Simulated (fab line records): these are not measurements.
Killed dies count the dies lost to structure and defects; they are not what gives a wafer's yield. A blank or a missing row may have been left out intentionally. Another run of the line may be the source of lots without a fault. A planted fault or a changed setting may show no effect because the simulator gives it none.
fab line records -- flow n5Finfet
record lots=11, wafers=33, lastDay=16
route steps=1938 shown BEOL_M8@1400 BEOL_M9@1417 PASSIVATION@1936
lots with no fault: from the same line, run without faults
startH: hours from the record's first day to the start of the lot's first wafer shown -- waitH: time in hours since the lot's previous step -- " the same as in the row above -- L1.1+2: several wafers, shown together as one row -- - either no value or no given start -- * or withheld: withheld -- < > ~ a bound
route shown NAME@n: NAME is a module with steps in the file, n the number in the route of the first one -- usual: average and standard deviation across the fault-free wafers -- same: alike in all rows -- chamber/n: place in a boat -- sites: each site's reading -- _std_site: standard deviation across them -- _edge_site: outer sites' mean less inner sites' -- radiusMm: how far each site lies from the wafer's centre -- mask NAME#n: copy n -- behind: the most recent tool/chamber to have shaped the wafer -- hold: reason for holding the lot/hours on hold/outcome of the hold -- device: whichever transistor did not switch (one of n, p or np) -- end of line: tests of these same wafers at the route's end -- where a step has no rows: the recipe by itself -- killed: not the wafer's yield, but the dies lost to structure and defects at the first sort -- map: per-die view of a wafer (x killed, . not killed, _ where there is no die)
set.NAME: setting as actually run; set.NAME@STEP: the setting as run at that earlier step -- model.NAME: the simulator's own value behind a step, which no gauge read
the route's steps for a sample of lots (tables are steps, rows are wafers)
services: the hour from which a tool's chamber was out of use, counted from the record's first day as startH (under 0 if before that day), plus the number of hours and why
## steps
# step N5_BEOL_M8_INSPECT_58
# recipe inspectInstrument=darkfield, mode=postDep
# usual rawDefectCount=79/24
lot.wafer,tool,chamber,startH,waitH,rawDefectCount
L431.1,defectInspect-01,-,208.19,0.0,131
L431.4,defectInspect-01,-,208.19,0.0,99
L431.6,defectInspect-01,-,208.19,0.0,56
L432.2,defectInspect-02,-,218.14,0.0,51
L432.3,defectInspect-02,-,218.14,0.0,44
L432.4,defectInspect-02,-,218.14,0.0,63
L435.3,defectInspect-02,-,228.95,0.0,73
L435.4,defectInspect-02,-,228.95,0.0,89
L435.5,defectInspect-02,-,228.95,0.0,79
L434.1,defectInspect-02,-,231.85,0.0,75
L434.2,defectInspect-02,-,231.85,0.0,84
L434.3,defectInspect-02,-,231.85,0.0,93
L438.1,defectInspect-02,-,238.93,0.0,80
L438.4,defectInspect-02,-,238.93,0.0,95
L438.5,defectInspect-02,-,238.93,0.0,77
L437.2,defectInspect-01,-,239.32,0.0,72
L437.3,defectInspect-01,-,239.32,0.0,53
L437.4,defectInspect-01,-,239.32,0.0,84
L439.1,defectInspect-01,-,242.41,0.0,55
L439.5,defectInspect-01,-,242.41,0.0,78
L439.6,defectInspect-01,-,242.41,0.0,79
L440.1,defectInspect-02,-,261.56,0.0,67
L440.2,defectInspect-02,-,261.56,0.0,72
L440.4,defectInspect-02,-,261.56,0.0,97
L442.1,defectInspect-02,-,278.00,0.0,36
L442.2,defectInspect-02,-,278.00,0.0,45
L442.4,defectInspect-02,-,278.00,0.0,41
L448.1,defectInspect-02,-,303.22,0.0,88
L448.2,defectInspect-02,-,303.22,0.0,72
L448.5,defectInspect-02,-,303.22,0.0,102
L450.1,defectInspect-02,-,325.53,0.0,79
L450.4,defectInspect-02,-,325.53,0.0,70
L450.5,defectInspect-02,-,325.53,0.0,109
# step N5_BEOL_M9_DESCUM_16
# recipe chemistry=O2, timeS=7.9, sourcePowerW=50, biasPowerW=20, pressureMtorr=20, rfFrequencyHz=2.712e+07, tempC=40, resist=CAR-ArF, o2FlowSccm=225
# usual drypumpMotorCurrentA=5.9/0.45, oesProductAu=0.77/0.075, rfVppV=243.6/1.3, showerheadPlenumPTorr=2.13/0.061, throttleValvePct=20.39/0.18
lot.wafer,tool,chamber,startH,waitH,drypumpMotorCurrentA,oesProductAu,rfHoursCounterH,rfVppV,showerheadPlenumPTorr,throttleValvePct
L431.1,rieDiel-01,3,211.12,0.0,6.4,0.73,196,241.9,2.09,20.50
L431.4,rieDiel-01,2,211.12,0.0,5.7,0.71,-,243.8,2.16,20.14
L431.6,rieDiel-01,1,211.12,0.0,5.9,0.86,-,246.3,2.24,20.40
L432.2,rieDiel-03,1,219.98,0.0,6.1,0.74,179,244.0,2.16,20.39
L432.3,rieDiel-03,0,219.98,0.0,6.7,0.76,131,243.2,2.11,20.52
L432.4,rieDiel-03,2,219.98,0.0,4.8,0.89,23,243.1,2.03,20.07
L435.3,rieDiel-02,3,231.59,0.0,5.6,0.93,18,244.2,2.23,20.14
L435.4,rieDiel-02,1,231.59,0.0,5.8,0.74,172,243.3,2.10,20.29
L435.5,rieDiel-02,3,231.59,0.0,5.7,0.94,-,244.5,2.23,20.15
L434.1,rieDiel-01,2,234.43,0.0,5.7,0.70,212,244.4,2.16,20.14
L434.2,rieDiel-01,3,234.43,0.0,6.3,0.72,204,242.9,2.09,20.51
L434.3,rieDiel-01,1,234.43,0.0,5.9,0.85,63,244.7,2.24,20.40
L438.1,rieDiel-03,1,241.59,0.2,6.1,0.73,187,244.6,2.15,20.42
L438.4,rieDiel-03,2,241.59,0.2,4.9,0.87,30,240.6,2.03,20.08
L438.5,rieDiel-03,0,241.59,0.2,6.7,0.75,-,242.3,2.10,20.52
L437.2,rieDiel-01,1,241.63,0.1,5.9,0.84,66,244.4,2.23,20.41
L437.3,rieDiel-01,2,241.63,0.1,5.7,0.71,215,242.7,2.16,20.14
L437.4,rieDiel-01,3,241.63,0.1,6.4,0.73,206,242.5,2.09,20.51
L439.1,rieDiel-01,0,244.82,0.0,5.8,0.88,40,242.6,2.10,20.28
L439.5,rieDiel-01,2,244.82,0.0,5.7,0.71,-,243.1,2.16,20.15
L439.6,rieDiel-01,3,244.82,0.0,6.3,0.73,-,242.4,2.09,20.50
L440.1,rieDiel-01,1,264.31,0.6,5.9,0.83,72,246.5,2.23,20.43
L440.2,rieDiel-01,2,264.31,0.6,5.7,0.70,222,244.2,2.16,20.16
L440.4,rieDiel-01,0,264.31,0.6,5.8,0.87,47,242.6,2.10,20.27
L442.1,rieDiel-02,1,281.56,0.0,5.8,0.73,191,243.9,2.09,20.32
L442.2,rieDiel-02,3,281.56,0.0,5.6,0.89,39,244.3,2.23,20.16
L442.4,rieDiel-02,1,281.56,0.0,5.8,0.72,-,242.8,2.09,20.34
L448.1,rieDiel-01,1,308.00,0.0,5.9,0.82,85,246.8,2.23,20.44
L448.2,rieDiel-01,3,308.00,0.0,6.3,0.72,227,243.4,2.08,20.54
L448.5,rieDiel-01,0,308.00,0.0,5.8,0.85,-,242.8,2.10,20.29
L450.1,rieDiel-03,3,327.67,0.0,5.9,0.69,220,243.9,2.16,20.73
L450.4,rieDiel-03,0,327.67,0.0,6.7,0.72,164,243.0,2.09,20.56
L450.5,rieDiel-03,0,327.67,0.0,6.7,0.73,-,242.3,2.09,20.58
# step N5_BEOL_M9_ETCH_76
# recipe chemistry=N2/H2, target=underlayer, targetDepthA=65, maskMaterial=CAR-EUV, timeS=5.2, ionEnergyEv=200, pressureMtorr=30, sourceW=840, biasW=150, n2FlowSccm=200, h2FlowSccm=200, ends=cleared
# usual biasW=150.0/0.4, drypumpMotorCurrentA=5.9/0.45, etchRfOnTimeS=5.22/0.13, oesProductAu=0.65/0.066, rfVppV=525.0/2.3, showerheadPlenumPTorr=2.58/0.063, throttleValvePct=17.80/0.19
lot.wafer,tool,chamber,startH,waitH,biasW,drypumpMotorCurrentA,etchRfOnTimeS,oesProductAu,rfHoursCounterH,rfVppV,showerheadPlenumPTorr,throttleValvePct
L431.1,rieDiel-03,1,212.55,0.0,149.7,6.1,5.26,0.62,177,526.8,2.64,17.94
L431.4,rieDiel-03,0,212.55,0.0,149.2,6.7,5.36,0.63,129,523.1,2.56,18.01
L431.6,rieDiel-03,0,212.55,0.0,149.0,6.7,5.40,0.64,-,524.4,2.56,18.03
L432.2,rieDiel-01,0,221.40,0.0,150.3,5.8,4.96,0.76,33,526.8,2.58,17.76
L432.3,rieDiel-01,2,221.40,0.0,149.7,5.7,5.30,0.60,208,526.5,2.64,17.64
L432.4,rieDiel-01,1,221.40,0.0,149.8,5.9,5.18,0.72,59,526.4,2.67,17.60
L435.3,rieDiel-01,1,232.91,0.0,150.5,5.9,5.24,0.71,63,527.6,2.67,17.60
L435.4,rieDiel-01,3,232.91,0.0,149.2,6.3,5.30,0.61,203,523.2,2.52,17.88
L435.5,rieDiel-01,1,232.91,0.0,150.0,5.9,5.19,0.72,-,529.1,2.67,17.63
L434.1,rieDiel-01,3,236.36,0.0,150.2,6.3,5.29,0.60,204,525.3,2.51,17.87
L434.2,rieDiel-01,2,236.36,0.0,149.9,5.7,5.33,0.59,213,528.1,2.63,17.63
L434.3,rieDiel-01,0,236.36,0.0,149.7,5.8,4.99,0.76,38,525.6,2.58,17.77
L437.2,rieDiel-02,2,243.69,0.0,149.7,6.4,5.49,0.59,225,521.2,2.53,18.25
L437.3,rieDiel-02,1,243.69,0.0,149.7,5.7,5.24,0.62,175,524.0,2.53,17.64
L437.4,rieDiel-02,0,243.69,0.0,149.2,5.1,5.21,0.58,246,526.8,2.59,17.89
L438.1,rieDiel-03,3,243.88,0.0,149.9,6.0,5.15,0.61,196,524.9,2.63,18.09
L438.4,rieDiel-03,1,243.88,0.0,150.1,6.0,5.30,0.61,187,528.6,2.64,17.94
L438.5,rieDiel-03,3,243.88,0.0,149.6,6.0,5.09,0.60,-,525.2,2.63,18.10
L439.1,rieDiel-01,0,245.88,0.0,150.3,5.8,5.00,0.76,41,526.8,2.58,17.79
L439.5,rieDiel-01,0,245.88,0.0,149.8,5.8,5.00,0.75,-,524.3,2.58,17.79
L439.6,rieDiel-01,3,245.88,0.0,149.8,6.4,5.23,0.61,-,523.8,2.51,17.87
L440.1,rieDiel-01,1,266.12,0.0,149.8,5.9,5.12,0.71,73,526.9,2.66,17.61
L440.2,rieDiel-01,3,266.12,0.0,149.3,6.3,5.17,0.61,214,524.3,2.51,17.90
L440.4,rieDiel-01,0,266.12,0.0,149.8,5.8,4.92,0.76,47,524.3,2.57,17.80
L442.1,rieDiel-01,1,282.94,0.0,150.0,5.9,5.17,0.70,77,530.6,2.66,17.64
L442.2,rieDiel-01,2,282.94,0.0,150.4,5.7,5.38,0.59,227,524.5,2.63,17.66
L442.4,rieDiel-01,0,282.94,0.0,150.3,5.8,4.99,0.75,52,525.4,2.57,17.82
L448.1,rieDiel-01,1,309.27,0.0,150.0,5.9,8.17,0.55,86,527.4,2.66,17.63
L448.2,rieDiel-01,0,309.27,0.0,149.8,5.8,4.91,0.73,61,521.2,2.57,17.81
L448.5,rieDiel-01,3,309.27,0.0,149.9,6.2,8.20,0.48,-,523.5,2.50,17.88
L450.1,rieDiel-01,0,328.77,0.0,150.4,5.8,7.89,0.58,68,524.9,2.56,17.79
L450.4,rieDiel-01,0,328.77,0.0,150.3,5.8,4.97,0.72,-,526.1,2.56,17.83
L450.5,rieDiel-01,0,328.77,0.0,149.5,5.8,7.93,0.57,-,526.0,2.56,17.80
# step N5_BEOL_M9_CD_MEAS_35
# recipe targetCdNm=70, targetCdYNm=40, polarity=opening
# usual cdNm=69.7/0.82
lot.wafer,tool,chamber,startH,waitH,cdNm
L431.1,cdSem-03,-,213.14,0.0,71.3
L431.4,cdSem-03,-,213.14,0.0,69.5
L431.6,cdSem-03,-,213.14,0.0,70.4
L432.2,cdSem-03,-,221.98,0.0,69.5
L432.3,cdSem-03,-,221.98,0.0,69.4
L432.4,cdSem-03,-,221.98,0.0,69.3
L435.3,cdSem-01,-,233.49,0.0,70.9
L435.4,cdSem-01,-,233.49,0.0,69.7
L435.5,cdSem-01,-,233.49,0.0,70.9
L434.1,cdSem-02,-,236.94,0.0,69.6
L434.2,cdSem-02,-,236.94,0.0,69.3
L434.3,cdSem-02,-,236.94,0.0,70.2
L437.2,cdSem-01,-,244.26,0.0,68.3
L437.3,cdSem-01,-,244.26,0.0,69.2
L437.4,cdSem-01,-,244.26,0.0,69.4
L438.1,cdSem-01,-,244.45,0.0,69.8
L438.4,cdSem-01,-,244.45,0.0,69.7
L438.5,cdSem-01,-,244.45,0.0,69.5
L439.1,cdSem-03,-,246.45,0.0,70.7
L439.5,cdSem-03,-,246.45,0.0,69.6
L439.6,cdSem-03,-,246.45,0.0,69.5
L440.1,cdSem-02,-,266.69,0.0,70.1
L440.2,cdSem-02,-,266.69,0.0,67.6
L440.4,cdSem-02,-,266.69,0.0,68.3
L442.1,cdSem-01,-,283.51,0.0,70.0
L442.2,cdSem-01,-,283.51,0.0,69.3
L442.4,cdSem-01,-,283.51,0.0,70.3
L448.1,cdSem-02,-,309.84,0.0,69.6
L448.2,cdSem-02,-,309.84,0.0,70.1
L448.5,cdSem-02,-,309.84,0.0,71.5
L450.1,cdSem-01,-,329.54,0.0,67.5
L450.4,cdSem-01,-,329.54,0.0,68.5
L450.5,cdSem-01,-,329.54,0.0,69.9
# step N5_PASSIVATION_PROBE_49
# usual defectLimitedYield=91.3/1.5, killed_at_M0_to_M3=35/10, killed_at_M4_up=12/4.6, killedAtContacts=13/6.6, killedAtFrontEnd=39/11, killedAtOther=4/3.4, killedDies=103/17, killedOpen=67/13, killedShort=35/8.2, sort_bin_5_function=5.1/0.94, sort_bin_6_memory=3.2/0.7, sortNPass=1077/17, sortYieldPct=91.3/1.5
# same grossDies=1180, killedAtBackSide=0, sort_bin_4_leakage[%]=0, sort_bin_8_speed[%]=0
lot.wafer,tool,chamber,startH,waitH,defectLimitedYield[%],killed_at_M0_to_M3,killed_at_M4_up,killedAtContacts,killedAtFrontEnd,killedAtOther,killedDies,killedOpen,killedShort,sort_bin_5_function[%],sort_bin_6_memory[%],sortNPass,sortYieldPct[%]
L438.1,prober-01,-,310.30,0.0,90.3,46,11,20,36,1,114,75,39,5.7,3.8,1066,90.3
L438.4,prober-01,-,310.45,0.2,90.1,40,10,10,48,9,117,74,42,5.9,3.7,1063,90.1
L438.5,prober-01,-,310.50,0.2,88.5,49,11,7,61,8,136,82,54,6.4,4.5,1044,88.5
L450.1,prober-02,-,393.75,0.0,90.2,55,16,9,36,0,116,76,40,5.7,3.8,1064,90.2
L450.4,prober-02,-,393.90,0.2,91.8,44,19,16,18,0,97,73,24,4.9,2.6,1083,91.8
L450.5,prober-02,-,393.95,0.2,90.6,56,9,17,27,2,111,73,37,5.1,4.2,1069,90.6
# killed by level:class
L438.1 MOL_CONTACT_COAG:geometricParticle:open=12 BEOL_M2:geometricParticle:open=12 FIN_SAQP:geometricParticle:open=11 MOL_CONTACT_COAG:geometricParticle:short=8 STI_FIN_REVEAL:geometricParticle:open=7 BEOL_M1:geometricParticle:open=7 BEOL_M0_SAQP:geometricParticle:short=6 BEOL_M0_SAQP:geometricParticle:open=6
L438.4 STI_FIN_REVEAL:geometricParticle:open=13 BEOL_M0_SAQP:geometricParticle:open=13 BEOL_M0_SAQP:geometricParticle:short=11 FIN_SAQP:geometricParticle:open=9 MOL_CONTACT_COAG:geometricParticle:open=9 GATE_CUT:geometricParticle:short=6 BEOL_M3:geometricParticle:open=6 BEOL_M4:geometricParticle:open=6
L438.5 STI_FIN_REVEAL:geometricParticle:open=18 BEOL_M2:geometricParticle:open=12 GATE_CUT:geometricParticle:short=10 FIN_SAQP:geometricParticle:open=9 FIN_SAQP:geometricParticle:short=9 BEOL_M1:geometricParticle:open=9 BEOL_M0_SAQP:geometricParticle:open=6 MOL_CONTACT_COAG:geometricParticle:open=6
L450.1 BEOL_M0_SAQP:geometricParticle:open=14 BEOL_M0_SAQP:geometricParticle:short=13 BEOL_M1:geometricParticle:open=10 BEOL_M3:geometricParticle:open=9 FIN_SAQP:geometricParticle:open=8 FIN_SAQP:geometricParticle:short=7 BEOL_M4:geometricParticle:open=7 MOL_CONTACT_COAG:geometricParticle:open=6
L450.4 BEOL_M0_SAQP:geometricParticle:open=12 BEOL_M3:geometricParticle:open=12 MOL_CONTACT_COAG:geometricParticle:open=11 BEOL_M4:geometricParticle:open=10 BEOL_M1:geometricParticle:open=8 MOL_CONTACT_COAG:geometricParticle:short=5 BEOL_M0_SAQP:geometricParticle:short=5 DUMMY_GATE:geometricParticle:open=4
L450.5 BEOL_M3:geometricParticle:open=19 MOL_CONTACT_COAG:geometricParticle:open=14 BEOL_M0_SAQP:geometricParticle:short=9 BEOL_M1:geometricParticle:open=8 FIN_SAQP:geometricParticle:open=6 BEOL_M2:geometricParticle:open=6 BEOL_M0_SAQP:geometricParticle:open=5 DUMMY_GATE:geometricParticle:open=3
## services
tool,chamber,startH,hours,kind
rieDiel-03,1,193.13,8.5,repair
rieDiel-03,-,236.51,0.3,repair
rieDiel-02,2,244.08,21.0,repair
rieDiel-03,0,253.64,2.0,repair
rieDiel-02,0,254.95,14.4,repair
rieDiel-02,3,282.57,1.5,repair
rieDiel-03,3,285.32,6.0,repair
rieDiel-01,-,290.73,2.8,pm
rieDiel-01,2,293.58,40.7,repair
rieDiel-02,2,324.02,3.9,repair
rieDiel-01,1,326.23,2.7,repair
## key
firstSign step=N5_BEOL_M9_ETCH_76, reading=etchRfOnTimeS, direction=up, sigmas=21, usual=*, struck=*
effect none on later readings
metAt N5_BEOL_M9_ETCH_76
struckLots L448,L450
struckWafers L448.1,L448.5,L450.1,L450.5
notActingAt N5_BEOL_M8_INSPECT_58,N5_BEOL_M9_DESCUM_16,N5_BEOL_M9_CD_MEAS_35
onsetBetween 282.94 309.27
fault kind=processParameterDrift, tool=rieDiel-01, chamber=-, onsetH=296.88, steps=N5_BEOL_M9_ETCH_76, channel=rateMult, offset=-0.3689, shape=step, endH=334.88, scope=struckWafersOnly
